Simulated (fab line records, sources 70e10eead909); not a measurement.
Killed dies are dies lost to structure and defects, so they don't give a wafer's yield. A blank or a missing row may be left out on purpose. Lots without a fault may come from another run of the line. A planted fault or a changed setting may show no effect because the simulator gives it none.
fab line records | flow nand_harc
record lots=14 wafers=42 last_day=32
route steps=1302 shown A_DECK1_JOINT@530 A_ONON_D2@553 END@1302
lots that met no fault: from a run of the same line without faults
start_h: hours from the record's first day to the start of the lot's first wafer shown | wait_h: hours since the lot's step before | " the same as in the row above | L1.1+2: a row that stands for several wafers | - no value, or no start given | * or withheld: withheld | < > ~ a bound
route shown NAME@n: a module of which the file shows steps, and the number in the route of the first | usual: mean/standard deviation of fault-free wafers | same: alike in all rows | chamber/n: place in a boat | sites: the reading at each site | _std_site: their standard deviation | _edge_site: outer sites' mean less inner sites' | radius_mm: how far each site lies from the wafer's centre | mask NAME#n: copy n | behind: the tool/chamber that last shaped the wafer | hold: why the lot was held/for how many hours/how that ended | device: the transistor (n, p or np) that didn't switch | end of line: the same wafers' tests at the end of the route | a step without rows: its recipe alone | killed: dies lost to structure and defects at the first sort, not the wafer's yield | map: a wafer's dies, x killed, . not, _ none there
set.NAME: the setting as run; set.NAME@STEP: as run at that earlier step | model.NAME: the simulator's own value behind a step, which no gauge read
steps of the route over a sample of lots; a table a step, a row a wafer
services: from which hour (start_h, from the record's first day; less than 0 if before it) a tool's chamber was out of use, for how many hours, and why
## steps
# step NHARC_A_DECK1_JOINT_ETCHBACK_00
# recipe target_depth_a=300 time_s=17.4 hbr_flow_sccm=150 rf_w=350 icp_w=350 bias_w=60 chemistry=HBr
# usual drypump_motor_current_A=5.6/0.44 he_backside_leak_sccm=2.56/0.26 oes_product_au=1.002/0.009 throttle_valve_pct=23.267/0.0093
# same time_s=17.4
# columns lot.wafer tool chamber start_h wait_h drypump_motor_current_A he_backside_leak_sccm oes_product_au rf_hours_counter_h throttle_valve_pct
L204.1 rie_si-04 3 259.01 0.1 6.0 2.75 0.986 0.5 23.279
L204.6 " 2 " " 5.9 2.41 1.001 - 23.271
L204.5 " 3 " " 6.0 2.67 0.993 - 23.259
L205.2 rie_si-04 0 266.17 0.1 5.8 2.33 0.996 0.4 23.259
L205.1 " 2 " " 5.9 2.42 1.000 0.5 23.260
L205.5 " 1 " " 5.2 2.36 1.013 - 23.261
L207.3 rie_si-02 3 288.85 0.1 6.1 2.47 0.996 0.0 23.261
L207.1 " 2 " " 5.5 2.26 1.006 0.1 23.253
L207.6 " 3 " " 6.1 2.67 0.993 - 23.260
L208.3 rie_si-03 1 288.87 0.1 4.9 2.48 1.004 0.5 23.249
L208.1 " 2 " " 5.4 2.73 0.998 0.5 23.261
L208.5 " 0 " " 5.3 2.50 1.011 - 23.258
L209.2 rie_si-02 3 308.77 0.1 6.1 2.50 1.017 0.1 23.282
L209.3 " 2 " " 5.5 2.39 0.994 0.1 23.256
L209.6 " 0 " " 5.0 2.71 1.008 - 23.256
L212.4 rie_si-02 1 328.32 0.1 6.3 3.02 1.003 0.2 23.278
L212.1 " 2 " " 5.6 2.29 0.994 0.2 23.247
L212.2 " 3 " " 6.1 2.56 1.001 0.3 23.265
L211.2 rie_si-04 0 328.33 0.1 5.8 2.20 0.998 0.9 23.255
L211.4 " 1 " " 5.3 2.41 1.008 0.9 23.272
L211.5 " 0 " " 5.8 2.35 1.004 - 23.270
L213.2 rie_si-02 0 354.40 0.1 5.0 2.85 1.002 0.4 23.283
L213.6 " 3 " " 6.2 2.48 0.995 - 23.244
L213.5 " 0 " " 5.0 2.90 1.007 - 23.280
L214.3 rie_si-03 2 354.41 0.1 5.5 2.70 0.988 0.9 23.264
L214.5 " 2 " " 5.5 2.79 0.994 - 23.268
L214.6 " 3 " " 5.7 2.47 1.000 - 23.266
L215.2 rie_si-03 2 373.21 0.1 5.4 2.86 0.999 1.1 23.257
L215.5 " 0 " " 5.3 2.50 1.007 - 23.267
L215.6 " 1 " " 4.9 2.27 0.995 - 23.261
L216.1 rie_si-04 3 377.34 0.1 6.0 2.75 1.001 0.2 23.263
L216.6 " 1 " " 5.2 2.51 1.014 - 23.269
L216.5 " 2 " " 5.9 2.55 1.015 - 23.275
L218.1 rie_si-02 2 401.54 0.1 5.5 2.38 0.989 0.7 23.277
L218.3 " 0 " " 5.0 2.73 1.005 0.8 23.260
L218.5 " 1 " " 6.3 2.94 1.007 - 23.286
L221.3 rie_si-02 0 428.21 0.1 5.0 2.94 1.020 1.0 23.264
L221.2 " 1 " " 6.3 2.81 1.001 1.0 23.261
L221.4 " 2 " " 5.5 2.35 0.997 0.8 23.272
L224.1 rie_si-04 0 452.27 0.1 5.8 2.21 1.005 0.5 23.277
L224.3 " 1 " " 5.2 2.43 1.006 0.6 23.271
L224.6 " 3 " " 6.0 2.61 0.986 - 23.254
# step NHARC_A_ONON_D2_DEP_12
# recipe target_thk_a=10000 n2_flow_sccm=2750 n2o_flow_sccm=2000 nh3_flow_sccm=500 sih4_flow_sccm=210 temp_c=400
# columns lot.wafer tool chamber start_h wait_h
L204.1+5+6 pecvd_onon-03 0 286.56 0.1
L205.1+2+5 pecvd_onon-01 0 291.81 0.1
L207.1+3+6 pecvd_onon-03 0 313.88 0.1
L208.1+3+5 pecvd_onon-02 0 313.88 0.1
L209.2+3+6 pecvd_onon-03 0 334.34 0.1
L212.1+2+4 pecvd_onon-03 0 353.81 0.1
L211.2+4+5 pecvd_onon-01 0 353.90 0.1
L213.2+5+6 pecvd_onon-02 0 381.67 0.1
L214.3+5+6 pecvd_onon-03 0 381.72 0.2
L216.1+5+6 pecvd_onon-03 0 400.14 0.1
L215.2+5+6 pecvd_onon-01 0 400.24 0.1
L218.1+3+5 pecvd_onon-02 0 429.78 0.1
L221.2+3+4 pecvd_onon-03 0 458.47 0.1
L224.1+3+6 pecvd_onon-03 0 475.03 0.1
# step NHARC_A_ONON_D2_THK_MEAS_14
# recipe thk_meas_gauge=ellipsometry
# usual thk_nm=999/9.9
# columns lot.wafer tool chamber start_h wait_h thk_nm
L204.1 film_metro-01 - 287.07 - 982
L204.5 " - " " 980
L204.6 " - " " 981
L205.1 film_metro-01 - 292.32 - 997
L205.2 " - " " 999
L205.5 " - " " 999
L208.1 film_metro-02 - 314.39 - 969
L208.3 " - " " 969
L208.5 " - " " 971
L207.1 film_metro-01 - 314.42 - 1014
L207.3 " - " " 1011
L207.6 " - " " 1014
L209.2 film_metro-01 - 334.79 - 992
L209.3 " - " " 993
L209.6 " - " " 992
L212.1 film_metro-01 - 354.32 - 1004
L212.2 " - " " 1004
L212.4 " - " " 1005
L211.2 film_metro-01 - 354.35 - 996
L211.4 " - " " 997
L211.5 " - " " 994
L214.3 film_metro-01 - 382.11 - 997
L214.5 " - " " 996
L214.6 " - " " 996
L213.2 film_metro-01 - 382.13 - 1017
L213.5 " - " " 1018
L213.6 " - " " 1018
L216.1 film_metro-02 - 400.65 - 1000
L216.5 " - " " 1001
L216.6 " - " " 998
L215.2 film_metro-01 - 400.69 - 1007
L215.5 " - " " 1006
L215.6 " - " " 1003
L218.1 film_metro-01 - 430.28 - 1000
L218.3 " - " " 1001
L218.5 " - " " 999
L221.2 film_metro-01 - 458.95 - 492
L221.3 " - " " 492
L221.4 " - " " 491
L224.1 film_metro-01 - 475.55 - 499
L224.3 " - " " 499
L224.6 " - " " 499
# step NHARC_END_SORT_01
# recipe temp_c=25
# usual killed_at_array=52/18 killed_at_other=0.6/0.83 killed_at_periphery=4.3/2.8 killed_dies=57/19 killed_open=3.4/2 killed_short=2.5/1.7
# same gross_dies=677
# columns lot.wafer tool chamber start_h wait_h killed_at_array killed_at_other killed_at_periphery killed_dies killed_open killed_short
L221.2 prober-01 0 732.12 2.8 668 0 9 677 8 2
L221.3 prober-01 0 732.93 3.1 667 1 9 677 4 0
L221.4 prober-01 0 733.75 3.5 672 0 5 677 4 0
L224.1 prober-01 0 765.28 2.5 672 2 3 677 1 5
L224.3 prober-01 0 766.87 3.1 667 0 10 677 2 2
L224.6 prober-01 0 769.25 4.0 671 0 6 677 3 2
# killed by level:class
L221.2 A_ONON_D2:area_dep=605 A_CHANNEL_HOLE_D1:chamber_film_flake=27 A_SLIT:chamber_film_flake=17 A_CONTACT:chamber_film_flake=6 A_STAIRCASE:chamber_film_flake=5 P_ZERO_WELL:chamber_film_flake=3 P_CONTACT:chamber_film_flake=2 P_CONTACT:geometric_particle:open=1
L221.3 A_ONON_D2:area_dep=595 A_CHANNEL_HOLE_D1:chamber_film_flake=35 A_SLIT:chamber_film_flake=18 A_STAIRCASE:chamber_film_flake=11 P_CONTACT:chamber_film_flake=6 A_WL_FILL:chamber_film_flake=3 P_GATE:geometric_particle:open=2 A_CONTACT:chamber_film_flake=2
L221.4 A_ONON_D2:area_dep=602 A_CHANNEL_HOLE_D1:chamber_film_flake=31 A_SLIT:chamber_film_flake=22 A_STAIRCASE:chamber_film_flake=10 A_CONTACT:chamber_film_flake=5 P_M0:geometric_particle:open=2 P_CONTACT:geometric_particle:open=1 A_ONON_D2:geometric_particle:open=1
L224.1 A_ONON_D2:area_dep=626 A_SLIT:chamber_film_flake=17 A_CHANNEL_HOLE_D1:chamber_film_flake=8 A_STAIRCASE:chamber_film_flake=5 A_M1:chamber_film_flake=4 A_SGD_CUT:chamber_film_flake=3 A_CHANNEL_HOLE_D2:chamber_film_flake=2 P_M0:geometric_particle:open=1
L224.3 A_ONON_D2:area_dep=625 A_SLIT:chamber_film_flake=17 A_STAIRCASE:chamber_film_flake=11 P_M1:chamber_film_flake=5 A_CHANNEL_HOLE_D1:chamber_film_flake=4 A_M1:chamber_film_flake=3 P_STI:chamber_film_flake=2 A_SGD_CUT:chamber_film_flake=2
L224.6 A_ONON_D2:area_dep=622 A_SLIT:chamber_film_flake=14 A_STAIRCASE:chamber_film_flake=9 A_CHANNEL_HOLE_D1:chamber_film_flake=8 P_M1:chamber_film_flake=5 A_M1:chamber_film_flake=5 A_WL_FILL:chamber_film_flake=3 A_CONTACT:chamber_film_flake=3
## services
# columns tool chamber start_h hours kind
rie_si-03 0 238.91 1.7 repair
rie_si-02 3 248.69 7.9 repair
pecvd_onon-01 - 269.21 13.0 pm
rie_si-02 - 277.00 9.0 pm
rie_si-02 0 277.00 9.0 vent_cycle
rie_si-02 1 277.00 9.0 vent_cycle
rie_si-02 2 277.00 9.0 vent_cycle
rie_si-02 3 277.00 9.0 vent_cycle
rie_si-02 0 286.00 - clean
rie_si-02 1 286.00 - clean
rie_si-02 2 286.00 - clean
rie_si-02 3 286.00 - clean
rie_si-04 - 342.04 9.0 pm
pecvd_onon-02 - 366.09 13.0 pm
rie_si-03 - 398.00 9.0 pm
rie_si-04 - 399.91 0.4 repair
pecvd_onon-03 - 408.00 13.0 pm
rie_si-02 1 413.27 1.8 repair
rie_si-04 3 414.36 6.5 repair
rie_si-02 2 416.87 5.1 repair
rie_si-02 - 421.19 1.3 repair
rie_si-03 1 433.52 6.6 repair
pecvd_onon-01 - 450.21 13.0 pm
rie_si-02 - 454.00 9.0 pm
## key
first_sign step=NHARC_A_ONON_D2_THK_MEAS_14 reading=thk_nm direction=down sigmas=51 usual=999 struck=496
effect step=NHARC_END_SORT_01 reading=killed_at_array direction=up sigmas=34 usual=52 struck=670
more_kills_born_at NHARC_A_ONON_D2_DEP_12@pecvd_onon-03=3675
met_at NHARC_A_ONON_D2_DEP_12
struck_lots L221,L224
struck_wafers L221.2,L221.3,L221.4,L224.1,L224.3,L224.6
later_rows_left_out L221.2,L221.3,L221.4,L224.1,L224.3,L224.6
tester_left_out L221,L224
not_acting_at NHARC_A_DECK1_JOINT_ETCHBACK_00
onset_between 400.14 458.47
also_fits time
fault kind=process_parameter_drift tool=pecvd_onon-03 chamber=0 onset_h=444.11 steps=NHARC_A_ONON_D2_DEP_12 channel=target_thk_a offset=* shape=step end_h=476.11 acts_in=* stated=*
# tester_left_out: of these lots the tester's yield and bins aren't shown, on N5 and GAA mostly nor the transistor test; their killed dies are dies lost to structure and defects alone, not to doping, threshold or leakage, so they don't give the yield
# later_rows_left_out: the simulator's readings of these wafers behind a module that went badly wrong aren't trusted and aren't shown, but for the sort
